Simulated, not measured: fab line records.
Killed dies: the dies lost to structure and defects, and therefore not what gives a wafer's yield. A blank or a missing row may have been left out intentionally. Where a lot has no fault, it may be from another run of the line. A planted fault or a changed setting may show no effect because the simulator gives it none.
fab line records -- flow n5-finfet
[record] lots = 7, wafers = 21
route steps=1938 shown PASSIVATION@1931
start-h: start of the lot's first displayed wafer, in hours after the record's first day -- wait-h: how many hours have passed since the lot's step before this one -- " as in the row above -- L1.1+2: a single row standing in for several wafers -- - no value, or no start was given -- * or withheld: withheld -- < > ~ a bound
route shown NAME@n: NAME is a module with steps in the file, n the number in the route of the first one -- usual: the fault-free wafers' mean and standard deviation -- same: alike in all rows -- chamber/n: place in a boat -- sites: each site's reading -- _std_site: standard deviation across them -- _edge_site: the outer-site mean with the inner-site mean subtracted -- radius-mm: how far each site lies from the wafer's centre -- mask NAME#n: copy n -- behind: the tool/chamber that last shaped the wafer -- hold: why the lot was held/for how many hours/how that ended -- device: which transistor (n, p or np) failed to switch -- end of line: tests run on the same wafers once the route is complete -- a step given without rows: its recipe and nothing more -- killed: at the first sort, the dies lost to defects and structure; wafer yield is something else -- map: dies across one wafer; x = killed, . = not, _ = none there
set.NAME: the run value of the setting; set.NAME@STEP: its run value at that earlier step -- model.NAME: the simulator's own value behind a step, which no gauge read
one table per step and one row per wafer, for lots whose settings were changed on purpose
[[steps]]
[step N5_PASSIVATION_STRIP_48]
[recipe] chemistry = O2, power-w = 600, temp-c = 60, pressure-mtorr = 30, rf-frequency-hz = 6e+07, bias-power-w = 0, overash-fraction = 0.5, o2-flow-sccm = 225
lot.wafer,tool,chamber,start-h,wait-h,set.temp-c
L074.1+2+3,rie-diel-05,"2,3,1",294.30,0.1,60
L076.1+5+6,rie-diel-06,"1,2,3",303.03,0.1,60
L080.2+4,rie-diel-01,"1,3",317.34,0.1,57.1
L080.5,rie-diel-01,3,317.34,0.1,60
L090.2,rie-diel-06,3,380.80,0.1,60
L090.3+4,rie-diel-06,"0,1",380.80,0.1,56.81
L089.2+4+6,rie-diel-05,"3,0,2",389.31,0.1,60
L092.1+2+6,rie-diel-06,"2,3,0",392.99,0.1,60
L093.2,rie-diel-05,1,412.40,0.1,58.16
L093.3+6,rie-diel-05,"2,1",412.40,0.1,60
[step N5_PASSIVATION_STRIP_52]
[recipe] chemistry = post-etch-residue-remover, time-s = 1200, temp-c = 72.5
[step N5_PASSIVATION_CLEAN_71]
[recipe] chemistry = IPA, time-s = 180, temp-c = 25
[step N5_PASSIVATION_SRD_72]
[recipe] dry = ipa-marangoni, time-s = 30, temp-c = 23, rinse-liquid = diw
[step N5_PASSIVATION_ANNEAL_56]
[recipe] temp-c = 400, time-s = 1800, ambient = FGA, idle-temp-c = 300, ramp-up-c-per-min = 5, ramp-down-c-per-min = 3
[step N5_PASSIVATION_PROBE_49]
[usual] defect-limited-yield = 91.4/1.4, killed_at_M0_to_M3 = 33/11, killed_at_M4_up = 13/5.3, killed-at-contacts = 13/6.1, killed-at-front-end = 40/11, killed-at-other = 2.9/2.7, killed-dies = 102/17, killed-open = 68/13, killed-short = 32/7.5, sort_bin_5_function = 5.1/0.98, sort_bin_6_memory = 3.2/0.69, sort_bin_8_speed = 0.1/1.1, sort-n-pass = 1077/21, sort-yield-pct = 91.3/1.7
[same] gross-dies = 1180, killed-at-back-side = 0, sort_bin_4_leakage[%] = 0
lot.wafer,tool,chamber,start-h,wait-h,set.source-w@PASSIVATION_PASS_ETCH_47,defect-limited-yield[%],killed_at_M0_to_M3,killed_at_M4_up,killed-at-contacts,killed-at-front-end,killed-at-other,killed-dies,killed-open,killed-short,sort_bin_5_function[%],sort_bin_6_memory[%],sort_bin_8_speed[%],sort-n-pass,sort-yield-pct[%]
L074.1,prober-01,-,296.79,0.0,535,92.5,32,12,9,33,2,88,49,38,4.4,2.9,0,1092,92.5
L074.2,prober-01,-,296.84,0.1,535,70.8,28,11,13,287,5,344,65,37,18.1,9.9,0,836,70.8
L074.3,prober-01,-,296.89,0.1,535,90.6,34,10,14,52,1,111,64,35,5.6,3.0,0,1069,90.6
L076.1,prober-01,-,305.52,0.0,535,76.9,31,13,14,214,1,273,56,32,19.8,2.9,0,907,76.9
L076.5,prober-01,-,305.72,0.2,470.9,75.4,142,11,46,31,60,290,68,36,17.9,6.1,0,890,75.4
L076.6,prober-01,-,305.77,0.3,535,77.8,145,21,46,47,3,262,75,41,13.6,7.1,0,918,77.8
L080.2,prober-02,-,320.49,0.1,535,91.2,44,15,23,21,1,104,61,37,5.6,2.4,0,1076,91.2
L080.4,prober-02,-,320.59,0.2,463.1,0.3,1122,12,15,27,1,1177,51,19,72.6,4.9,0,3,0.3
L080.5,prober-02,-,320.64,0.2,463.1,0.1,1127,11,15,25,1,1179,39,25,72.9,4.4,0,1,0.1
L090.2,prober-02,-,383.36,0.1,574.5,89.2,65,15,8,40,0,128,78,47,6.9,3.6,0.3,1049,88.9
L090.3,prober-02,-,383.41,0.1,574.5,92.0,47,9,9,27,2,94,55,37,4.7,3.0,0,1086,92.0
L090.4,prober-02,-,383.46,0.2,574.5,90.3,53,11,18,31,1,114,78,29,5.3,3.7,0,1066,90.3
L089.2,prober-02,-,391.87,0.1,535,91.7,30,15,9,37,7,98,75,22,4.7,3.5,0,1082,91.7
L089.4,prober-02,-,391.97,0.2,535,90.9,31,17,12,42,5,107,78,27,5.0,3.6,0,1073,90.9
L089.6,prober-02,-,392.07,0.3,535,89.6,52,13,11,39,8,123,75,47,6.4,3.6,0,1057,89.6
L092.1,prober-02,-,395.48,0.0,535,88.7,33,17,23,59,1,133,77,53,7.1,3.7,0,1047,88.7
L092.2,prober-02,-,395.53,0.1,613.5,86.0,75,16,9,60,5,165,68,42,5.6,4.6,0,1015,86.0
L092.6,prober-02,-,395.73,0.3,535,90.8,21,10,21,56,0,108,64,41,4.7,4.0,0,1072,90.8
L093.2,prober-01,-,414.94,0.1,535,64.0,376,8,7,33,1,425,40,26,20.5,13.6,0,755,64.0
L093.3,prober-01,-,414.99,0.1,535,64.3,337,14,22,42,6,421,72,37,23.2,10.5,0,759,64.3
L093.6,prober-01,-,415.14,0.3,568,67.4,333,11,12,28,1,385,43,22,19.6,11.2,0,795,67.4
// killed by level:class
L074.1 BEOL_M0_SAQP:geometric-particle:short=14 FIN_SAQP:geometric-particle:short=10 BEOL_M2:geometric-particle:open=10 MOL_CONTACT_COAG:geometric-particle:open=7 FIN_SAQP:geometric-particle:open=6 BEOL_M4:geometric-particle:open=5 DUMMY_GATE:geometric-particle:open=4 GATE_CUT:geometric-particle:short=4
L074.2 GATE_CUT:area-expose=238 FIN_SAQP:geometric-particle:short=21 MOL_CONTACT_COAG:geometric-particle:open=11 FIN_SAQP:geometric-particle:open=9 BEOL_M0_SAQP:geometric-particle:open=7 BEOL_M0:geometric-particle:open=7 BEOL_M3:geometric-particle:open=5 BEOL_M4:geometric-particle:open=5
L074.3 FIN_SAQP:geometric-particle:short=16 FIN_SAQP:geometric-particle:open=16 MOL_CONTACT_COAG:geometric-particle:open=13 BEOL_M3:geometric-particle:open=7 HKMG_FIN:area-etch=6 BEOL_M2:geometric-particle:open=5 BEOL_M3:geometric-particle:short=4 BEOL_M0_SAQP:geometric-particle:open=4
L076.1 WELL_APT:area-peb=185 MOL_CONTACT_COAG:geometric-particle:open=11 FIN_SAQP:geometric-particle:open=10 BEOL_M3:geometric-particle:open=9 FIN_SAQP:geometric-particle:short=6 BEOL_M1:geometric-particle:open=5 STARTING-WAFER:geometric-particle:short=4 BEOL_M4:geometric-particle:open=4
L076.5 BEOL_M2:area-expose=110 PASSIVATION:area-etch=57 MOL_CONTACT_COAG:geometric-particle:open=22 MOL_CONTACT_COAG:area-ald=18 FIN_SAQP:geometric-particle:open=10 STI_FIN_REVEAL:geometric-particle:open=9 BEOL_M0_SAQP:geometric-particle:short=7 MOL_CONTACT_COAG:geometric-particle:short=6
L076.6 BEOL_M2:area-expose=117 MOL_CONTACT_COAG:geometric-particle:open=24 WELL_APT:area-peb=14 MOL_CONTACT_COAG:area-ald=13 MOL_CONTACT_COAG:geometric-particle:short=9 BEOL_M1:geometric-particle:open=9 BEOL_M4:geometric-particle:open=9 FIN_SAQP:geometric-particle:open=8
L080.2 MOL_CONTACT_COAG:geometric-particle:open=16 BEOL_M0_SAQP:geometric-particle:short=12 GATE_CUT:geometric-particle:short=8 BEOL_M0_SAQP:geometric-particle:open=8 BEOL_M4:geometric-particle:open=7 BEOL_M3:geometric-particle:open=5 BEOL_M2:geometric-particle:open=5 BEOL_M5:geometric-particle:open=5
L080.4 BEOL_M2:area-expose=1104 MOL_CONTACT_COAG:geometric-particle:open=9 FIN_SAQP:geometric-particle:open=8 BEOL_M4:geometric-particle:open=7 MOL_CONTACT_COAG:geometric-particle:short=6 BEOL_M1:geometric-particle:open=5 GATE_CUT:geometric-particle:short=4 BEOL_M0_SAQP:geometric-particle:open=4
L080.5 BEOL_M2:area-expose=1107 MOL_CONTACT_COAG:geometric-particle:open=6 GATE_CUT:geometric-particle:open=5 BEOL_M4:geometric-particle:open=5 GATE_CUT:geometric-particle:short=4 BEOL_M1:geometric-particle:open=4 MOL_CONTACT_COAG:area-ald=4 MOL_CONTACT_COAG:geometric-particle:short=3
L090.2 BEOL_M1:geometric-particle:open=16 BEOL_M0_SAQP:geometric-particle:short=12 FIN_SAQP:geometric-particle:short=11 BEOL_M0_SAQP:geometric-particle:open=9 FIN_SAQP:geometric-particle:open=8 BEOL_M0:geometric-particle:open=7 DUMMY_GATE:geometric-particle:open=5 BEOL_M1:geometric-particle:short=5
L090.3 BEOL_M0_SAQP:geometric-particle:open=15 MOL_CONTACT_COAG:geometric-particle:open=9 BEOL_M0_SAQP:geometric-particle:short=8 FIN_SAQP:geometric-particle:short=6 BEOL_M1:geometric-particle:open=6 GATE_CUT:geometric-particle:short=5 BEOL_M3:geometric-particle:open=5 BEOL_M2:geometric-particle:open=4
L090.4 BEOL_M3:geometric-particle:open=12 MOL_CONTACT_COAG:geometric-particle:open=11 BEOL_M0_SAQP:geometric-particle:open=11 FIN_SAQP:geometric-particle:open=10 FIN_SAQP:geometric-particle:short=9 BEOL_M0:geometric-particle:open=9 BEOL_M1:geometric-particle:open=8 BEOL_M0_SAQP:geometric-particle:short=7
L089.2 BEOL_M3:geometric-particle:open=10 MOL_CONTACT_COAG:geometric-particle:open=9 STI_FIN_REVEAL:geometric-particle:open=8 BEOL_M0_SAQP:geometric-particle:open=7 BEOL_M2:geometric-particle:open=6 FIN_SAQP:geometric-particle:open=5 DUMMY_GATE:geometric-particle:open=5 MIM_TOP_ETCH:geometric-particle:short=5
L089.4 STI_FIN_REVEAL:geometric-particle:open=18 MOL_CONTACT_COAG:geometric-particle:open=10 BEOL_M0_SAQP:geometric-particle:open=10 FIN_SAQP:geometric-particle:open=9 BEOL_M0_SAQP:geometric-particle:short=8 BEOL_M4:geometric-particle:open=6 BEOL_M3:geometric-particle:open=5 STARTING-WAFER:geometric-particle:short=5
L089.6 BEOL_M3:geometric-particle:open=14 STI_FIN_REVEAL:geometric-particle:open=12 BEOL_M0_SAQP:geometric-particle:open=12 BEOL_M0_SAQP:geometric-particle:short=10 MOL_CONTACT_COAG:geometric-particle:open=7 FIN_SAQP:geometric-particle:open=6 FIN_SAQP:geometric-particle:short=6 GATE_CUT:geometric-particle:short=6
L092.1 FIN_SAQP:geometric-particle:short=15 MOL_CONTACT_COAG:geometric-particle:open=13 BEOL_M0_SAQP:geometric-particle:short=11 GATE_CUT:geometric-particle:short=10 MOL_CONTACT_COAG:geometric-particle:short=9 BEOL_M4:geometric-particle:open=9 BEOL_M0_SAQP:geometric-particle:open=8 BEOL_M3:geometric-particle:open=8
L092.2 BEOL_M0_SAQP:area-peb=42 FIN_SAQP:geometric-particle:open=14 BEOL_M2:area-expose=12 FIN_SAQP:geometric-particle:short=11 STI_FIN_REVEAL:geometric-particle:open=11 GATE_CUT:geometric-particle:short=9 BEOL_M4:geometric-particle:open=7 MOL_CONTACT_COAG:geometric-particle:open=5
L092.6 STI_FIN_REVEAL:geometric-particle:open=18 FIN_SAQP:geometric-particle:short=15 MOL_CONTACT_COAG:geometric-particle:open=13 FIN_SAQP:geometric-particle:open=8 MOL_CONTACT_COAG:geometric-particle:short=7 BEOL_M1:geometric-particle:open=7 BEOL_M3:geometric-particle:open=5 BEOL_M4:geometric-particle:open=5
L093.2 BEOL_M2:area-expose=358 FIN_SAQP:geometric-particle:open=11 MOL_CONTACT_COAG:geometric-particle:open=7 BEOL_M0_SAQP:geometric-particle:short=7 FIN_SAQP:geometric-particle:short=6 STARTING-WAFER:geometric-particle:open=5 BEOL_M0:geometric-particle:open=4 STARTING-WAFER:geometric-particle:short=4
L093.3 BEOL_M2:area-expose=305 FIN_SAQP:geometric-particle:open=13 BEOL_M2:geometric-particle:open=12 MOL_CONTACT_COAG:geometric-particle:open=11 FIN_SAQP:geometric-particle:short=9 STI_FIN_REVEAL:geometric-particle:open=9 BEOL_M0_SAQP:geometric-particle:open=6 MOL_CONTACT_COAG:area-ald=6
L093.6 BEOL_M2:area-expose=318 MOL_CONTACT_COAG:geometric-particle:open=10 FIN_SAQP:geometric-particle:open=5 STI_FIN_REVEAL:geometric-particle:open=5 BEOL_M2:geometric-particle:open=4 STI_FIN_REVEAL:geometric-particle:short=3 ILD0:geometric-particle:short=3 GATE_CUT:geometric-particle:short=3
[[key]]
[split] step = N5_PASSIVATION_STRIP_48, setting = temp-c, stated = 60, by = wafer
response none clear
split outside-this-file step=N5_PASSIVATION_PASS_ETCH_47 setting=source-w
// split outside-this-file: this setting was split too, and the file shows its column; the key of that split is in another file
